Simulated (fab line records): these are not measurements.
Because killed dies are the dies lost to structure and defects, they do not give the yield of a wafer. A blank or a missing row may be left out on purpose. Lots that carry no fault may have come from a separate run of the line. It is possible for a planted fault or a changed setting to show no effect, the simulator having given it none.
fab line records	flow n5Finfet
record lots=6	wafers=18	lastDay=17
route steps=1938 shown BEOL_M11@1596 BEOL_M12@1602
lots untouched by any fault: they come from a run of this same line in which no faults occurred
startH: hours from the record's opening day to when the first of the lot's shown wafers began	waitH: hours since the lot's step before	" repeats the value in the row above	L1.1+2: one row covering several wafers at once	- no value, or no start was given	* or withheld: withheld	< > ~ a bound
route shown NAME@n: names a module that has steps shown in the file, with the first one's number in the route	usual: mean/standard deviation taken from wafers without a fault	same: alike in all rows	chamber/n: place in a boat	sites: the reading at each site	_std_site: standard deviation of those values	_edge_site: the outer-site mean with the inner-site mean subtracted	radiusMm: how far each site lies from the wafer's centre	mask NAME#n: copy n	behind: tool/chamber where the wafer was last shaped	hold: reason for holding the lot/hours on hold/outcome of the hold	device: transistor that didn't switch, given as n, p or np	end of line: the same wafers' tests at the end of the route	step lacking rows: just its recipe	killed: dies that structure and defects cost at the first sort, which is not the same as the wafer's yield	map: shows each die of a wafer: x if killed, . if not, _ if none is there
set.NAME: the setting the step ran with; set.NAME@STEP: the setting that earlier step ran with	model.NAME: the simulator's own value behind a step, which no gauge read
a table for each step, a row for each wafer; lots at some steps of the route
services: the hour from which a tool's chamber was out of use, counted from the record's first day as startH (under 0 if before that day), plus the number of hours and why
## steps
# step N5_BEOL_M11_CMP_52
# recipe stopOn=SiCOH_lowk	tOverpolishS=7	downForcePsi=1	platenRpm=50	clearingPlatenDownForcePsi=1.5	clearingPlatenRpm=50	postCmpClean=cuAlkaline	targetThkNm=140	clearingPlatenPadVelocityMS=0.99484	padVelocityMS=0.99484
# usual barrierFieldEndpointS=28.9/0.69	motorCurrentA=6.1/0.66	overpolishRunS=7.000/0.0086	timeToEndpointS=66/3.3
lot.wafer	tool	chamber	startH	waitH	barrierFieldEndpointS	motorCurrentA	overpolishRunS	timeToEndpointS
L858.2	cmp-01	1	278.51	0.3	29.4	5.1	6.988	65
L858.5	"	3	"	"	29.3	6.2	6.992	63
L858.6	"	0	"	"	30.0	5.1	6.988	65
L861.3	cmp-01	2	297.07	0.2	29.2	5.4	7.002	68
L861.1	"	0	"	"	28.8	5.1	7.002	63
L861.6	"	3	"	"	28.8	6.4	7.009	62
L863.3	cmp-03	1	313.70	0.2	27.9	6.5	6.996	65
L863.1	"	3	"	"	28.4	5.2	7.000	62
L863.5	"	1	"	"	29.1	6.4	6.996	68
L865.2	cmp-01	3	330.16	0.2	28.4	6.1	6.988	66
L865.3	"	1	"	"	28.8	5.3	7.006	66
L865.1	"	2	"	"	28.8	5.6	6.992	68
L868.1	cmp-04	2	343.09	0.3	28.6	6.0	7.005	64
L868.6	"	0	"	"	28.3	6.2	7.003	63
L868.5	"	1	"	"	29.5	6.7	7.018	69
L874.2	cmp-04	2	352.31	0.2	29.3	6.1	7.005	65
L874.4	"	1	"	"	29.9	6.7	7.007	69
L874.6	"	2	"	"	28.8	6.1	7.003	68
# step N5_BEOL_M11_THK_MEAS_53
# recipe thkMeasGauge=xrf	reads=Cu_of_BEOL_M11_ECD_50
# usual M11_THK=139.9/2.8
lot.wafer	tool	chamber	startH	waitH	M11_THK[nm]
L858.2	filmMetro-02	-	278.73	-	141.7
L858.5	"	-	"	"	138.9
L858.6	"	-	"	"	139.5
L861.1	filmMetro-01	-	297.36	-	140.2
L861.3	"	-	"	"	139.5
L861.6	"	-	"	"	135.8
L863.1	filmMetro-01	-	313.99	-	136.1
L863.3	"	-	"	"	137.3
L863.5	"	-	"	"	138.4
L865.1	filmMetro-02	-	330.46	-	136.8
L865.2	"	-	"	"	138.5
L865.3	"	-	"	"	140.0
L868.1	filmMetro-02	-	343.31	-	142.0
L868.5	"	-	"	"	139.2
L868.6	"	-	"	"	143.8
L874.2	filmMetro-01	-	352.60	-	139.9
L874.4	"	-	"	"	136.7
L874.6	"	-	"	"	137.1
# step N5_BEOL_M11_PRE_CLEAN_55
# recipe gas=NH3	timeS=15	tempC=withheld	rfPowerW=300
# step N5_BEOL_M11_DEP_56
# recipe material=SiCN	targetThkA=300	tempC=withheld	precursor=3MS/NH3	pressureTorr=3	rfW=675	timeS=10.5
# usual showerheadPlenumPTorr=4.174/0.024	throttleValvePct=17.9/0.77
lot.wafer	tool	chamber	startH	waitH	showerheadPlenumPTorr	throttleValvePct
L858.2	pecvd-04	2	278.80	0.0	4.198	18.1
L858.5	"	2	"	"	4.184	17.8
L858.6	"	1	"	"	4.142	17.6
L861.1	pecvd-04	0	297.42	0.0	4.186	16.5
L861.3	"	1	"	"	4.151	17.9
L861.6	"	2	"	"	4.190	17.9
L863.1	pecvd-04	2	314.06	0.0	4.189	17.9
L863.3	"	1	"	"	4.147	17.9
L863.5	"	1	"	"	4.158	17.9
L865.1	pecvd-01	0	330.52	0.0	4.215	18.2
L865.2	"	2	"	"	4.169	19.8
L865.3	"	1	"	"	4.199	17.7
L868.1	pecvd-04	1	343.37	0.0	4.146	18.0
L868.5	"	2	"	"	4.178	18.1
L868.6	"	1	"	"	4.155	17.7
L874.2	pecvd-01	0	352.66	0.0	4.214	18.1
L874.4	"	2	"	"	4.164	20.0
L874.6	"	1	"	"	4.214	17.9
# step N5_BEOL_M11_RS_MEAS_57
# recipe thkMeasGauge=four-point-probe	reads=Cu_of_BEOL_M11_ECD_50+Co_of_BEOL_M11_CVD_75+TaN_of_BEOL_M11_ALD_74
# usual M11_RS=0.151/0.0031
lot.wafer	tool	chamber	startH	waitH	M11_RS[ohm/sq]
L858.2	filmMetro-02	-	278.88	0.1	0.148
L858.5	"	-	"	"	0.152
L858.6	"	-	"	"	0.151
L861.1	filmMetro-02	-	297.49	0.0	0.151
L861.3	"	-	"	"	0.153
L861.6	"	-	"	"	0.157
L863.1	filmMetro-01	-	314.12	0.0	0.153
L863.3	"	-	"	"	0.153
L863.5	"	-	"	"	0.151
L865.1	filmMetro-02	-	330.58	0.0	0.154
L865.2	"	-	"	"	0.152
L865.3	"	-	"	"	0.150
L868.1	filmMetro-02	-	343.45	0.1	0.148
L868.5	"	-	"	"	0.152
L868.6	"	-	"	"	0.147
L874.2	filmMetro-01	-	352.73	0.0	0.150
L874.4	"	-	"	"	0.155
L874.6	"	-	"	"	0.155
# step N5_BEOL_M11_INSPECT_58
# recipe inspectInstrument=darkfield	mode=postDep
# usual rawDefectCount=72/29
lot.wafer	tool	chamber	startH	waitH	rawDefectCount
L858.2	defectInspect-02	-	278.91	0.0	67
L858.5	"	-	"	"	54
L858.6	"	-	"	"	27
L861.1	defectInspect-01	-	297.51	0.0	81
L861.3	"	-	"	"	95
L861.6	"	-	"	"	40
L863.1	defectInspect-02	-	314.15	0.0	48
L863.3	"	-	"	"	66
L863.5	"	-	"	"	66
L865.1	defectInspect-02	-	330.61	0.0	68
L865.2	"	-	"	"	48
L865.3	"	-	"	"	60
L868.1	defectInspect-02	-	343.47	0.0	50
L868.5	"	-	"	"	56
L868.6	"	-	"	"	29
L874.2	defectInspect-02	-	352.75	0.0	39
L874.4	"	-	"	"	48
L874.6	"	-	"	"	54
# step N5_BEOL_M12_ILD_DEP_00
# recipe material=SiOC	targetThkA=6589.2	tempC=350	precursor=DEMS/O2	pressureTorr=5	rfW=500	timeS=130.7
# usual heaterPowerW=524/87	showerheadPlenumPTorr=5.703/0.02	throttleValvePct=12.0/0.65
lot.wafer	tool	chamber	startH	waitH	heaterPowerW	showerheadPlenumPTorr	throttleValvePct
L858.2	pecvd-01	0	278.94	0.0	485	5.719	11.8
L858.5	"	1	"	"	565	5.732	11.5
L858.6	"	0	"	"	496	5.723	12.1
L861.1	pecvd-01	0	297.55	0.0	485	5.733	12.1
L861.3	"	2	"	"	690	5.688	12.9
L861.6	"	2	"	"	692	5.696	12.9
L863.1	pecvd-01	0	314.18	0.0	479	5.731	12.0
L863.3	"	2	"	"	667	5.686	12.8
L863.5	"	2	"	"	683	5.700	13.1
L865.1	pecvd-03	2	330.65	0.0	410	5.695	11.5
L865.2	"	0	"	"	510	5.721	11.9
L865.3	"	1	"	"	532	5.678	11.8
L868.1	pecvd-03	1	343.51	0.0	453	5.672	11.8
L868.5	"	0	"	"	540	5.720	11.8
L868.6	"	1	"	"	480	5.684	11.7
L874.2	pecvd-03	2	352.79	0.0	381	5.703	11.4
L874.4	"	1	"	"	426	5.688	11.8
L874.6	"	2	"	"	414	5.681	11.7
# step N5_BEOL_M12_THK_MEAS_01
# recipe reads=SiOC_of_BEOL_M12_ILD_DEP_00
# usual M12_ILD_THK=658/7.7
lot.wafer	tool	chamber	startH	waitH	M12_ILD_THK[nm]
L858.2	filmMetro-01	-	279.08	0.1	655
L858.5	"	-	"	"	646
L858.6	"	-	"	"	662
L861.1	filmMetro-02	-	297.73	0.1	644
L861.3	"	-	"	"	653
L861.6	"	-	"	"	659
L863.1	filmMetro-01	-	314.31	0.1	653
L863.3	"	-	"	"	657
L863.5	"	-	"	"	667
L865.1	filmMetro-01	-	330.78	0.1	653
L865.2	"	-	"	"	647
L865.3	"	-	"	"	645
L868.1	filmMetro-02	-	343.64	0.1	646
L868.5	"	-	"	"	662
L868.6	"	-	"	"	649
L874.2	filmMetro-02	-	352.92	0.1	663
L874.4	"	-	"	"	660
L874.6	"	-	"	"	665
# step N5_BEOL_M12_COAT_58
# recipe resist=BARC	tempC=205	timeS=60	spinRpm=1500	resistThkNm=89
# step N5_BEOL_M12_COAT_04
# recipe spinRpm=1625	resistThkNm=400
# step N5_BEOL_M12_EBR_06
# recipe solvent=PGMEA	ebrWidthMm=1.5
# step N5_BEOL_M12_SOFTBAKE_05
# recipe tempC=130	timeS=60
# step N5_BEOL_M12_EXPOSE_07
# recipe maskId=V11	na=0.93	sourceShape=conventional	sigmaOuter=0.6	polarization=unpolarized	attpsmPhaseDeg=180	doseMj=32.5
# usual exposureDoseMJCm2=32.49/0.035	reticleTempC=23.00/0.1
# same na=0.93
lot.wafer	tool	chamber	startH	waitH	mask	exposureDoseMJCm2	reticleTempC
L858.2	krfScanner-01	0	279.34	-	V11#0	32.51	23.07
L858.5	"	0	"	"	V11#0	32.47	22.91
L858.6	"	0	"	"	V11#0	32.48	22.97
L861.1	krfScanner-01	0	297.86	-	V11#0	30.58	22.84
L861.3	"	0	"	"	V11#0	30.54	22.86
L861.6	"	0	"	"	V11#0	30.56	22.95
L863.1	krfScanner-01	0	314.57	-	V11#0	30.96	23.12
L863.3	"	0	"	"	V11#0	30.98	23.15
L863.5	"	0	"	"	V11#0	30.89	23.07
L865.1	krfScanner-02	0	330.91	-	V11#0	32.50	23.04
L865.2	"	0	"	"	V11#0	32.45	23.02
L865.3	"	0	"	"	V11#0	32.47	22.92
L868.1	krfScanner-02	0	343.77	-	V11#0	32.45	22.95
L868.5	"	0	"	"	V11#0	32.49	23.07
L868.6	"	0	"	"	V11#0	32.46	22.91
L874.2	krfScanner-02	0	353.18	-	V11#0	32.51	23.14
L874.4	"	0	"	"	V11#0	32.47	22.89
L874.6	"	0	"	"	V11#0	32.47	23.05
# step N5_BEOL_M12_PEB_08
# recipe pebTempC=130	pebTimeS=90
# step N5_BEOL_M12_DEVELOP_09
# recipe developTimeS=45	rinseLiquid=diw	dry=airSpin	devTempC=21
# step N5_BEOL_M12_HARDBAKE_14
# recipe tempC=130	timeS=120
# step N5_BEOL_M12_CD_MEAS_10
# recipe targetCdNm=140	landingEnergyEv=500	detector=seInlens	polarity=opening
# usual cdNm=139.4/1.8
# same landingEnergyEv=500
lot.wafer	tool	chamber	startH	waitH	cdNm
L858.2	cdSem-01	0	279.50	-	142.7
L858.5	"	0	"	"	140.6
L858.6	"	0	"	"	142.2
L861.1	cdSem-03	0	298.03	-	133.1
L861.3	"	0	"	"	130.5
L861.6	"	0	"	"	130.0
L863.1	cdSem-01	0	314.74	-	133.7
L863.3	"	0	"	"	131.6
L863.5	"	0	"	"	134.8
L865.1	cdSem-03	0	331.08	-	137.5
L865.2	"	0	"	"	138.0
L865.3	"	0	"	"	138.0
L868.1	cdSem-01	0	343.94	-	138.0
L868.5	"	0	"	"	139.1
L868.6	"	0	"	"	139.3
L874.2	cdSem-02	0	353.35	-	140.7
L874.4	"	0	"	"	139.6
L874.6	"	0	"	"	141.5
# step N5_BEOL_M12_OVL_MEAS_11
# recipe pointsPerWafer=44
# usual V11_OVL=1/4.5
lot.wafer	tool	chamber	startH	waitH	V11_OVL[nm]
L858.2	overlay-01	0	279.53	0.0	3
L858.5	"	0	"	"	5
L858.6	"	0	"	"	-1
L861.1	overlay-02	0	298.06	0.0	-1
L861.3	"	0	"	"	-2
L861.6	"	0	"	"	-4
L863.1	overlay-02	0	314.79	0.0	7
L863.3	"	0	"	"	10
L863.5	"	0	"	"	11
L865.1	overlay-01	0	331.11	0.0	11
L865.2	"	0	"	"	-3
L865.3	"	0	"	"	9
L868.1	overlay-01	0	343.97	0.0	-7
L868.5	"	0	"	"	0
L868.6	"	0	"	"	-3
L874.2	overlay-01	0	353.38	0.0	-7
L874.4	"	0	"	"	1
L874.6	"	0	"	"	-2
## services
tool	chamber	startH	hours	kind
pecvd-04	0	255.57	-	clean
pecvd-04	0	255.57	29.5	scheduledDown
pecvd-04	0	255.57	29.5	ventCycle
krfScanner-01	-	263.35	1.0	pm
pecvd-03	2	264.37	6.0	repair
krfScanner-02	-	268.57	0.2	repair
cmp-01	-	280.86	1.0	repair
pecvd-01	1	282.80	15.4	repair
cmp-04	-	283.62	0.9	repair
cmp-01	-	283.80	4.8	pm
cmp-03	-	287.73	5.6	repair
krfScanner-02	-	290.67	1.4	repair
krfScanner-01	-	292.07	0.8	pm
pecvd-01	2	293.00	3.6	repair
krfScanner-02	-	293.50	1.3	pm
cmp-03	-	304.46	0.3	repair
cmp-01	-	309.64	0.5	repair
krfScanner-02	0	313.72	-	calibration
krfScanner-01	0	320.43	-	calibration
krfScanner-01	-	324.16	1.3	pm
cmp-04	-	326.14	6.4	repair
krfScanner-01	-	328.22	8.8	repair
cmp-04	-	349.08	1.0	repair
## key
firstSign step=N5_BEOL_M12_EXPOSE_07	reading=exposureDoseMJCm2	direction=down	sigmas=49	usual=32.49	struck=30.75
effect step=N5_BEOL_M12_CD_MEAS_10	reading=cdNm	direction=down	sigmas=3.9	usual=139.4	struck=132.3	through=controlLoop
metAt N5_BEOL_M12_EXPOSE_07
struckWafers L861.1,L861.3,L861.6,L863.1,L863.3,L863.5
loopTrim step=N5_BEOL_M12_EXPOSE_07	setting=dose	lots=L863
onsetBetween 279.34 297.86
fault kind=processParameterDrift	tool=krfScanner-01	chamber=-	onsetH=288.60	steps=N5_BEOL_M12_EXPOSE_07	channel=doseMj	offset=-1.9136	shape=step	actsIn=theseRecipesOnly	stated=32.5
# loopTrim: a control loop set the setting to another value than it would have without faults
